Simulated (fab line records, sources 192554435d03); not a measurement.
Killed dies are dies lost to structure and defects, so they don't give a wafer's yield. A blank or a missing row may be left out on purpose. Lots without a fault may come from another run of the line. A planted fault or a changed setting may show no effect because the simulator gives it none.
Chamber matching | flow n5_finfet | N5_SD_EPI_N_ETCH_16 on rie_diel-03: 4 sister chambers
The step etches SiO2 in CHF3/O2, target depth 5 nm. 20 wafers are shown with their chamber, then 10 later ones without.

WAFERS WITH THEIR CHAMBER
wafer  | chamber | showerhead_plenum_p_Torr (Torr) | drypump_motor_current_A (A) | rf_vpp_V (V)
L076.2 | 1       | 2.46                            | 6.3                         | 536
L076.3 | 0       | 2.53                            | 5.2                         | 525
L076.6 | 1       | 2.46                            | 6.3                         | 534
L078.1 | 1       | 2.45                            | 6.2                         | 534
L078.3 | 3       | 2.35                            | 5.7                         | 519
L078.6 | 2       | 2.35                            | 5.6                         | 537
L079.2 | 3       | 2.35                            | 5.7                         | 518
L079.3 | 2       | 2.35                            | 5.6                         | 537
L079.5 | 3       | 2.35                            | 5.7                         | 518
L080.1 | 1       | 2.45                            | 6.3                         | 534
L080.3 | 0       | 2.53                            | 5.1                         | 525
L080.4 | 2       | 2.35                            | 5.6                         | 537
L087.1 | 3       | 2.35                            | 5.7                         | 517
L087.4 | 0       | 2.53                            | 5.1                         | 526
L087.5 | 1       | 2.45                            | 6.3                         | 534
L089.2 | 1       | 2.45                            | 6.3                         | 536
L089.3 | 0       | 2.53                            | 5.2                         | 525
L089.5 | 3       | 2.34                            | 5.7                         | 518
L091.1 | 3       | 2.34                            | 5.7                         | 518
L091.4 | 0       | 2.52                            | 5.2                         | 525

SIGNATURES (means of the wafers above)
reading                  | chamber 0 | chamber 1 | chamber 2 | chamber 3 | scatter within a chamber
showerhead_plenum_p_Torr | 2.5280    | 2.4533    | 2.3500    | 2.3467    | 0.00465
drypump_motor_current_A  | 5.160     | 6.283     | 5.600     | 5.700     | 0.0356
rf_vpp_V                 | 525.20    | 534.67    | 537.00    | 518.00    | 0.713
Rule: a wafer's distance from a chamber is the root of the sum, over the readings, of the square of ((its reading less the chamber's mean) divided by the reading's scatter). The wafer belongs to the nearest chamber; if the next one is less than 2 further off, it can't be placed. The scatter: the root of (the sum of the squares of (reading less its chamber's mean) over the shown wafers, divided by (wafers less chambers)).

WAFERS WITHOUT THEIR CHAMBER
wafer  | showerhead_plenum_p_Torr (Torr) | drypump_motor_current_A (A) | rf_vpp_V (V)
L091.6 | 2.34                            | 5.7                         | 517
L092.2 | 2.52                            | 5.2                         | 526
L092.3 | 2.45                            | 6.3                         | 533
L092.6 | 2.45                            | 6.3                         | 535
L094.3 | 2.34                            | 5.7                         | 519
L094.5 | 2.52                            | 5.2                         | 525
L094.6 | 2.34                            | 5.7                         | 517
L095.2 | 2.44                            | 6.3                         | 535
L095.4 | 2.52                            | 5.2                         | 526
L095.5 | 2.44                            | 6.3                         | 534

WHICH CHAMBER EACH WENT THROUGH
wafer  | from the rows above | in truth
L091.6 | 3                   | 3
L092.2 | 0                   | 0
L092.3 | 1                   | 1
L092.6 | 1                   | 1
L094.3 | 3                   | 3
L094.5 | 0                   | 0
L094.6 | 3                   | 3
L095.2 | 1                   | 1
L095.4 | 0                   | 0
L095.5 | 1                   | 1
Placed correctly: 10 of 10. Can't be placed from these rows: 0. Placed wrongly: 0.
